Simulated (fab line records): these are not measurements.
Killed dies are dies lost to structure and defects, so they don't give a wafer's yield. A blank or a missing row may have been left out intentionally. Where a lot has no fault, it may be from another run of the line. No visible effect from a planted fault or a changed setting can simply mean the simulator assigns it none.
Check for tools in common ; flow nand-harc ; Lots sampled 11, wafers sampled 33

== REASON FOR OPENING ==
At NHARC_END_SORT_01 the reading killed-at-array is flagged on 2 of 11 lots. Wafers without a fault read 53, standard deviation 18.
Rule: a lot gets a flag if all its wafers with a number sit over 4 standard deviations from that mean, or if no wafer of it has a number. All remaining lots are regarded as sound.

lot;measured;on;killed-at-array, wafer by wafer;flag
L507;day 24 20:22;prober-02;23 26 20;
L509;day 25 04:14;prober-01;72 100 68;
L510;day 26 13:32;prober-01;35 29 32;
L514;day 27 09:52;prober-02;41 48 39;
L523;day 31 12:55;prober-01;674 671 673;FLAGGED
L524;day 31 12:59;prober-02;675 673 675;FLAGGED
L525;day 31 20:47;prober-02;62 66 85;
L526;day 32 21:18;prober-01;44 53 50;
L527;day 32 21:48;prober-02;41 54 51;
L529;day 33 03:28;prober-01;57 42 33;
L530;day 34 12:29;prober-01;47 64 57;
Average over the flagged lots: 674; offset from the usual +620, equal to +34 standard deviations.

== EACH LOT AND THE TOOL IT RAN ON ==
4 process steps preceding the reading are held in the record, out of 1302 steps in the route. In each cell: the tool, then ch and the chambers that the sampled wafers went through, then the start.
lot;flag;NHARC_A_STAIRCASE_HM_OPEN_460;NHARC_A_STAIRCASE_ETCH_452;NHARC_A_STAIRCASE_HM_OPEN_463;NHARC_A_STAIRCASE_DEP_417
L507;;rie-diel-12 ch 0,3, day 17 08:39 or earlier;rie-diel-12 ch 1,2,3, day 17 08:39 or earlier;rie-diel-13 ch 0,2,3, day 17 08:39 or earlier;pecvd-04 ch 0,1,2, day 17 08:39
L509;;rie-diel-12 ch 1,3, day 18 01:34 or earlier;rie-diel-12 ch 0,1, day 18 01:34 or earlier;rie-diel-02 ch 0,2, day 18 01:34 or earlier;pecvd-01 ch 0,2, day 18 01:34
L510;;rie-diel-02 ch 0,2,3, day 19 00:05 or earlier;rie-diel-02 ch 0,2,3, day 19 00:05 or earlier;rie-diel-12 ch 2,3, day 19 00:05 or earlier;pecvd-02 ch 0,1, day 19 00:05
L514;;rie-diel-02 ch 0,1,2, day 20 01:19 or earlier;rie-diel-02 ch 1,2, day 20 01:19 or earlier;rie-diel-13 ch 1,2, day 20 01:19 or earlier;pecvd-02 ch 0,2, day 20 01:19
L523;FLAGGED;rie-diel-13 ch 1,3, day 23 22:40 or earlier;rie-diel-13 ch 1,2, day 23 22:40 or earlier;rie-diel-02 ch 0,3, day 23 22:40 or earlier;pecvd-04 ch 0,1,2, day 23 22:40
L524;FLAGGED;rie-diel-02 ch 0,1,2, day 24 01:16 or earlier;rie-diel-02 ch 0,1,3, day 24 01:16 or earlier;rie-diel-12 ch 0,1,3, day 24 01:16 or earlier;pecvd-02 ch 1,2, day 24 01:16
L525;;rie-diel-13 ch 1,2, day 24 13:44 or earlier;rie-diel-13 ch 0,3, day 24 13:44 or earlier;rie-diel-12 ch 0,1,2, day 24 13:44 or earlier;pecvd-04 ch 0,1,2, day 24 13:44
L526;;rie-diel-12 ch 1,3, day 25 04:57 or earlier;rie-diel-12 ch 0,2,3, day 25 04:57 or earlier;rie-diel-12 ch 0,2,3, day 25 04:57 or earlier;pecvd-02 ch 0,1,2, day 25 04:57
L527;;rie-diel-12 ch 0,1,3, day 25 21:39 or earlier;rie-diel-12 ch 0,1,2, day 25 21:39 or earlier;rie-diel-12 ch 0,1,3, day 25 21:39 or earlier;pecvd-04 ch 1,2, day 25 21:39
L529;;rie-diel-13 ch 2,3, day 25 18:38 or earlier;rie-diel-13 ch 1,2,3, day 25 18:38 or earlier;rie-diel-13 ch 0,2,3, day 25 18:38 or earlier;pecvd-01 ch 0,2, day 25 18:38
L530;;rie-diel-12 ch 0,3, day 26 18:54 or earlier;rie-diel-12 ch 0,3, day 26 18:54 or earlier;rie-diel-02 ch 0,1,3, day 26 18:54 or earlier;pecvd-04 ch 0,1,2, day 26 18:54
What these steps do:
- NHARC_A_STAIRCASE_HM_OPEN_460: chemistry O2/COS.
- NHARC_A_STAIRCASE_ETCH_452: etches the open film in CF4/O2, target depth 30 nm, overetch 3 nm, time 16.5 s.
- NHARC_A_STAIRCASE_HM_OPEN_463: chemistry O2/COS.
- NHARC_A_STAIRCASE_DEP_417: deposits Si3N4, target thk 60 nm.
- NHARC_END_SORT_01

== FLAGGED AGAINST TOTAL, ONE TOOL AT A TIME (gauges that did the reading follow at the end) ==
step;tool;lots run;flagged;share of the flagged lots;sound lots run after its first flagged lot
NHARC_A_STAIRCASE_HM_OPEN_460;rie-diel-02;3;1;some;0
NHARC_A_STAIRCASE_HM_OPEN_460;rie-diel-12;5;0;none;-
NHARC_A_STAIRCASE_HM_OPEN_460;rie-diel-13;3;1;some;2 (L525,L529)
NHARC_A_STAIRCASE_ETCH_452;rie-diel-02;3;1;some;0
NHARC_A_STAIRCASE_ETCH_452;rie-diel-12;5;0;none;-
NHARC_A_STAIRCASE_ETCH_452;rie-diel-13;3;1;some;2 (L525,L529)
NHARC_A_STAIRCASE_HM_OPEN_463;rie-diel-02;3;1;some;1 (L530)
NHARC_A_STAIRCASE_HM_OPEN_463;rie-diel-12;5;1;some;3 (L525,L526,L527)
NHARC_A_STAIRCASE_HM_OPEN_463;rie-diel-13;3;0;none;-
NHARC_A_STAIRCASE_DEP_417;pecvd-01;2;0;none;-
NHARC_A_STAIRCASE_DEP_417;pecvd-02;4;1;some;1 (L526)
NHARC_A_STAIRCASE_DEP_417;pecvd-04;5;1;some;3 (L525,L527,L530)
NHARC_END_SORT_01;prober-01;6;1;some;3 (L526,L529,L530)
NHARC_END_SORT_01;prober-02;5;1;some;2 (L525,L527)
NHARC_A_STAIRCASE_HM_OPEN_460: start missing for some lots; hours and lot order therefore follow NHARC_A_STAIRCASE_DEP_417. NHARC_A_STAIRCASE_ETCH_452: start missing for some lots; hours and lot order therefore follow NHARC_A_STAIRCASE_DEP_417. NHARC_A_STAIRCASE_HM_OPEN_463: start missing for some lots; hours and lot order therefore follow NHARC_A_STAIRCASE_DEP_417.

== WHAT THE TABLE PERMITS ==
No row of the table ran every flagged lot.

== WHAT THE SIMULATOR HAD INSERTED ==
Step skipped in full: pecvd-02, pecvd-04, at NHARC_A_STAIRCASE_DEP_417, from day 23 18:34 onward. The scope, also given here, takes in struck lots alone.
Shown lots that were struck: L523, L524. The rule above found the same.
